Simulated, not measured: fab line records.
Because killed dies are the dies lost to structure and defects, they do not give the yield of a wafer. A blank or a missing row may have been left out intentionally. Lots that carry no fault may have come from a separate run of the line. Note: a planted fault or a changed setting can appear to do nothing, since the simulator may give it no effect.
One fault through the eyes of 2 desks	flow nand-harc	only its own numbers are on each desk; what lay behind them is given at the end

## DESK OF THE TOOL OWNER: ald-hk-04
The tool's own readings at NHARC_A_WL_FILL_ALD_10 (deposits SiO2, target thk 50 nm, pulse time 10 s, ald cycles 500): means of the sampled wafers that have a number, for each lot that ran on this tool. If a lot's mean is further than 4 standard deviations from the usual mean, the lot is out of limits and carries the mark OUT (the distance appears in the brackets).
Columns: A = heater-power-w at NHARC_A_WL_FILL_ALD_10, usual 483 W; B = precursor-pulse-height-rel at NHARC_A_WL_FILL_ALD_10, usual 0.999
lot	first seen here	A	B
L452	day 20 21:41	538	0.992
L454	day 21 19:45	517	0.992
L455	day 22 02:26	552	1.003
L456	day 22 10:31	552	0.988
L464	day 25 23:16	502	0.993
L466	day 26 11:58	535	0.990
L468	day 27 06:39	497	1.009
L471	day 28 23:13	484	1.016
Result from this desk: across the 8 lots, nothing is out of limits.

## FROM THE METROLOGY DESK
What the gauges read for every lot (on any tool): the sampled wafers with a number, averaged. If a lot's mean is further than 4 standard deviations from the usual mean, the lot is out of limits and carries the mark OUT (the distance appears in the brackets).
Columns: A = cd-nm at NHARC_A_SLIT_CD_MEAS_21, usual 289.4 nm
lot	first seen here	A
L452	day 20 06:45	289.9
L454	day 21 06:26	290.2
L455	day 21 12:47	287.4
L456	day 21 16:26	289.8
L464	day 25 08:40	290.0
L466	day 25 20:58	289.6
L465	day 26 01:22	289.0
L468	day 26 15:33	290.0
L472	day 28 04:20	290.4
L471	day 28 07:55	289.9
L470	day 28 08:08	288.9
L473	day 28 19:44	289.1
L474	day 29 17:10	289.9
Result from this desk: across the 13 lots, nothing is out of limits.

## ALL TOGETHER
The tool owner's desk saw nothing out of limits.
Nothing out of limits was seen by the metrology desk.

## WHAT HAD BEEN PUT IN BY THE SIMULATOR
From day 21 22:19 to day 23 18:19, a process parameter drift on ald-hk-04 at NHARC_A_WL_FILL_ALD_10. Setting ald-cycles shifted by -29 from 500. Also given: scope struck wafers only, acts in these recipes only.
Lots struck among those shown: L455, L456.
